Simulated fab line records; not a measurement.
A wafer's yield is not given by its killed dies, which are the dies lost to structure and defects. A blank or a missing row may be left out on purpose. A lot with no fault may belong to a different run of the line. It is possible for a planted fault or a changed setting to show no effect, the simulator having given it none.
The tool behind it: which one? | flow nandHarc | Sampling: 13 lots, 39 wafers, 5 of 1302 route steps

== WHAT EACH GAUGE READ, for each wafer ==
NHARC_A_SOURCE_PLATE_THK_MEAS_06: measures by ellipsometry. Usual: 200.7 nm for thkNm, sd 2.1.
lot  | measured     | on           | thkNm (nm)        | flag
L512 | day 8 14:10  | filmMetro-02 | 199.2 198.3 199.3 | 
L518 | day 10 21:50 | filmMetro-02 | 200.5 200.7 200.9 | 
L520 | day 11 18:13 | filmMetro-02 | 202.3 202.5 202.9 | 
L519 | day 11 18:13 | filmMetro-02 | 200.3 199.5 197.9 | 
L522 | day 12 18:56 | filmMetro-02 | 201.5 200.9 200.0 | 
L524 | day 13 17:19 | filmMetro-02 | 198.4 196.8 199.1 | 
L526 | day 14 04:47 | filmMetro-02 | 200.4 201.4 200.3 | 
L525 | day 14 04:47 | filmMetro-02 | 201.9 201.8 201.9 | 
L527 | day 14 14:13 | filmMetro-02 | 201.7 200.6 200.5 | 
L528 | day 14 22:35 | filmMetro-02 | 204.2 203.6 201.4 | 
L529 | day 15 11:16 | filmMetro-01 | 200.4 202.8 201.1 | 
L530 | day 16 02:04 | filmMetro-01 | 200.4 203.5 202.1 | 
L531 | day 16 11:41 | filmMetro-02 | 202.9 205.4 204.0 | 

NHARC_A_ONON_D1_THK_MEAS_18: measures by ellipsometry. Usual: 1000 nm for thkNm, sd 9.1.
lot  | measured     | on           | thkNm (nm)     | flag
L512 | day 9 02:29  | filmMetro-02 | 991 991 992    | 
L518 | day 11 08:34 | filmMetro-01 | 1013 1014 1014 | 
L520 | day 12 04:56 | filmMetro-02 | 1006 1006 1004 | 
L519 | day 12 04:57 | filmMetro-02 | 1000 999 1000  | 
L522 | day 13 05:41 | filmMetro-02 | 1007 1009 1009 | 
L524 | day 14 04:02 | filmMetro-02 | 992 993 992    | 
L526 | day 14 16:23 | filmMetro-01 | 1006 1006 1006 | 
L525 | day 14 16:22 | filmMetro-02 | 988 985 986    | 
L527 | day 15 00:46 | filmMetro-02 | 1005 1006 1006 | 
L528 | day 15 11:05 | filmMetro-02 | 991 989 988    | 
L529 | day 15 23:10 | filmMetro-01 | 1011 1010 1010 | 
L530 | day 16 15:55 | filmMetro-01 | 987 984 988    | 
L531 | day 16 22:58 | filmMetro-01 | 1008 1008 1009 | 

NHARC_END_SORT_01. Usual: killedAtArray 55, standard deviation 22; killedAtOther 1.1, standard deviation 1.4; killedAtPeriphery 4, standard deviation 3.2; killedDies 59, standard deviation 22; killedOpen 3.3, standard deviation 1.8; killedShort 2.5, standard deviation 1.5.
lot  | measured     | on        | killedAtArray | killedAtOther | killedAtPeriphery | killedDies | killedOpen | killedShort | flag
L518 | day 28 05:46 | prober-01 | 41 72 50      | 7 4 2         | 6 3 1             | 54 79 53   | 2 6 3      | 2 4 4       | 
L526 | day 30 09:01 | prober-02 | 24 27 22      | 0 1 0         | 6 7 11            | 30 35 33   | 4 2 3      | 3 5 0       | 
L525 | day 30 19:11 | prober-02 | 74 74         | 0 0           | 3 2               | 77 76      | 4 4        | 4 4         | 
L527 | day 31 05:25 | prober-01 | 66 85 71      | 2 0 5         | 3 2 2             | 71 87 78   | 3 1 3      | 2 2 3       | 
L529 | day 32 00:50 | prober-02 | 81 66 57      | 0 0 1         | 2 3 2             | 83 69 60   | 4 3 3      | 0 1 5       | 
L531 | day 33 08:35 | prober-01 | 61 74 70      | 2 2 1         | 3 1 0             | 66 77 71   | 5 7 3      | 3 2 1       | 

== TOOL THAT RAN EACH LOT (tool first, then ch and the chambers of the sampled wafers, then the start) ==
lot  | NHARC_A_CHANNEL_HOLE_D1_SOFTBAKE_05 | NHARC_A_CHANNEL_HOLE_D1_ETCH_39
L512 | lithoTrack-01 ch 0, day 9 13:00     | rieDiel-05 ch 0,1,2, no start
L518 | lithoTrack-01 ch 0, day 11 16:00    | rieDiel-06 ch 0,1,3, day 28 05:46 or earlier
L520 | lithoTrack-01 ch 0, day 12 09:00    | rieDiel-05 ch 0,1,2, no start
L519 | lithoTrack-04 ch 0, day 12 10:00    | rieDiel-05 ch 0,3, no start
L522 | lithoTrack-06 ch 0, day 13 10:00    | rieDiel-06 ch 2,3, no start
L524 | lithoTrack-04 ch 0, day 14 10:00    | rieDiel-05 ch 2,3, no start
L526 | lithoTrack-04 ch 0, day 14 21:00    | rieDiel-06 ch 0,1,3, day 30 09:01 or earlier
L525 | lithoTrack-06 ch 0, day 14 21:00    | rieDiel-05 ch 1,3, day 30 19:11 or earlier
L527 | lithoTrack-04 ch 0, day 15 08:00    | rieDiel-05 ch 0,1,2, day 31 05:25 or earlier
L528 | lithoTrack-01 ch 0, day 15 16:00    | rieDiel-05 ch 0,2,3, no start
L529 | lithoTrack-06 ch 0, day 16 04:00    | rieDiel-09 ch 1,2,3, day 32 00:50 or earlier
L530 | lithoTrack-01 ch 0, day 17 01:00    | rieDiel-09 ch 1,2, no start
L531 | lithoTrack-01 ch 0, day 17 07:00    | rieDiel-05 ch 1,2,3, day 33 08:35 or earlier
- NHARC_A_CHANNEL_HOLE_D1_SOFTBAKE_05: time 55 s.
- NHARC_A_CHANNEL_HOLE_D1_ETCH_39: etches the open film in N2/H2, target depth 260 nm, time 325 s.

== WHAT THE TOOLS THEMSELVES READ (means of the sampled wafers that have a number; where no wafer has one, the mark that the record gives instead) ==
NHARC_A_CHANNEL_HOLE_D1_SOFTBAKE_05. Usual: 188.44 W for heaterPowerTotalW, sd 0.14.
lot  | tool          | heaterPowerTotalW (W) | flag
L512 | lithoTrack-01 | 188.52                | 
L518 | lithoTrack-01 | 180.19                | OFF
L520 | lithoTrack-01 | 180.09                | OFF
L519 | lithoTrack-04 | 188.31                | 
L522 | lithoTrack-06 | 188.49                | 
L524 | lithoTrack-04 | 188.51                | 
L526 | lithoTrack-04 | 188.42                | 
L525 | lithoTrack-06 | 188.35                | 
L527 | lithoTrack-04 | 188.47                | 
L528 | lithoTrack-01 | 188.35                | 
L529 | lithoTrack-06 | 188.53                | 
L530 | lithoTrack-01 | 188.50                | 
L531 | lithoTrack-01 | 188.39                | 

NHARC_A_CHANNEL_HOLE_D1_ETCH_39. Usual: drypumpMotorCurrentA 5.8 A, standard deviation 0.45; oesProductAu 0.998 a.u., standard deviation 0.0089; rfVppV 431.4 V, standard deviation 2.8; showerheadPlenumPTorr 2.07 Torr, standard deviation 0.095; throttleValvePct 14.170 %, standard deviation 0.0086.
lot  | tool       | drypumpMotorCurrentA (A) | oesProductAu (a.u.) | rfVppV (V) | showerheadPlenumPTorr (Torr) | throttleValvePct (%) | flag
L512 | rieDiel-05 | 5.8                      | 0.997               | 431.0      | 2.06                         | 14.165               | 
L518 | rieDiel-06 | 5.3                      | 1.004               | 430.1      | 2.03                         | 14.173               | 
L520 | rieDiel-05 | 5.8                      | 1.003               | 431.2      | 2.06                         | 14.168               | 
L519 | rieDiel-05 | 5.7                      | 1.004               | 432.1      | 2.11                         | 14.168               | 
L522 | rieDiel-06 | 5.2                      | 0.990               | 427.9      | 1.95                         | 14.177               | 
L524 | rieDiel-05 | 6.1                      | 1.001               | 430.6      | 2.07                         | 14.169               | 
L526 | rieDiel-06 | 5.3                      | 0.996               | 429.6      | 2.01                         | 14.166               | 
L525 | rieDiel-05 | 5.9                      | 0.990               | 432.5      | 2.13                         | 14.176               | 
L527 | rieDiel-05 | 5.8                      | 0.999               | 431.3      | 2.06                         | 14.173               | 
L528 | rieDiel-05 | 5.9                      | 0.999               | 430.8      | 2.05                         | 14.169               | 
L529 | rieDiel-09 | 6.1                      | 1.003               | 431.2      | 2.09                         | 14.171               | 
L530 | rieDiel-09 | 6.1                      | 0.995               | 431.8      | 2.08                         | 14.173               | 
L531 | rieDiel-05 | 6.0                      | 0.990               | 431.2      | 2.08                         | 14.169               | 

== THE ANSWER, worked out from the rows above alone ==
Rule: lot off if the mean of its wafers having a number is beyond 3 standard deviations from the usual mean. A lot without any number at a reading at which 4 lots or more have one is off too. The other lots that the step has rows for count as sound. Order of review: gauges by route order, followed by the tools' own readings, for which a lot's mean as printed above is used. The first step at which some lot is off is used, and at that step the reading that is off furthest; a lot without a number counts as furthest.
Off at NHARC_A_CHANNEL_HOLE_D1_SOFTBAKE_05 (heaterPowerTotalW): L518, L520.
If a tool, at that step or one of the process steps before it, ran each lot that is off and ran no sound lot following the first of them, it fits. No candidate that was tried fits.

== WHAT THE SIMULATOR HAD PUT IN ==
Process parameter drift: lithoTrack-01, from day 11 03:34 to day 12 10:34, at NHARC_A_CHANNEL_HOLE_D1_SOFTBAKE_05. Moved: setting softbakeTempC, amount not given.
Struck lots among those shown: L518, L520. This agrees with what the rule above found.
